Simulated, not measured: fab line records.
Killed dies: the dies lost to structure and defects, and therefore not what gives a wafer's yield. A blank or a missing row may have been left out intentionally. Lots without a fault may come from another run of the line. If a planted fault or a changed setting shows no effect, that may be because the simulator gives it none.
Matching of chambers | flow n5_finfet | N5_FIN_SAQP_PECVD_06 on pecvd-01 has 3 sister chambers
The step deposits a-Si from SiH4/He, target thk 60 nm, time 48.1 s. 6 wafers are shown with their chamber, then 9 later ones without.

== WAFERS WITH THEIR CHAMBER ==
wafer  | chamber | showerhead_plenum_p_Torr (Torr) | throttle_valve_pct (%)
L078.6 | 2       | 5.71                            | 17.4
L080.4 | 0       | 5.59                            | 18.3
L080.5 | 1       | 5.72                            | 18.3
L084.2 | 1       | 5.72                            | 18.2
L084.4 | 2       | 5.71                            | 17.5
L084.6 | 0       | 5.62                            | 18.7

== WAFERS WHOSE CHAMBER IS MISSING ==
wafer  | showerhead_plenum_p_Torr (Torr) | throttle_valve_pct (%)
L085.3 | 5.60                            | 18.5
L085.4 | 5.72                            | 17.9
L085.5 | 5.71                            | 17.5
L086.3 | 5.60                            | 18.7
L086.4 | 5.72                            | 18.4
L086.6 | 5.70                            | 17.6
L087.1 | 5.61                            | 18.4
L087.2 | 5.72                            | 18.1
L087.3 | 5.71                            | 17.6

== THE CHAMBER EACH PASSED THROUGH ==
wafer  | from the rows above     | in truth
L085.3 | 0                       | 0
L085.4 | can't be placed: 1 or 2 | 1
L085.5 | 2                       | 2
L086.3 | 0                       | 0
L086.4 | 1                       | 1
L086.6 | 2                       | 2
L087.1 | 0                       | 0
L087.2 | 1                       | 1
L087.3 | 2                       | 2
Placed correctly: 8 of 9. From these rows, 1 cannot be placed; in 1 the true chamber is one of the candidates. Number placed wrongly: 0.
How it was worked out, from the rows above alone: a wafer's distance from a chamber is the root of the sum, over the readings, of the square of ((its reading less the chamber's mean) divided by the reading's scatter). If the next closest chamber is less than 2 further off than the closest, the wafer can't be placed; otherwise it belongs to the closest. A chamber's mean is the mean of its shown wafers. The scatter: take each reading less its chamber's mean, square it, sum over the shown wafers, divide by the number of wafers less the number of chambers, and take the root.
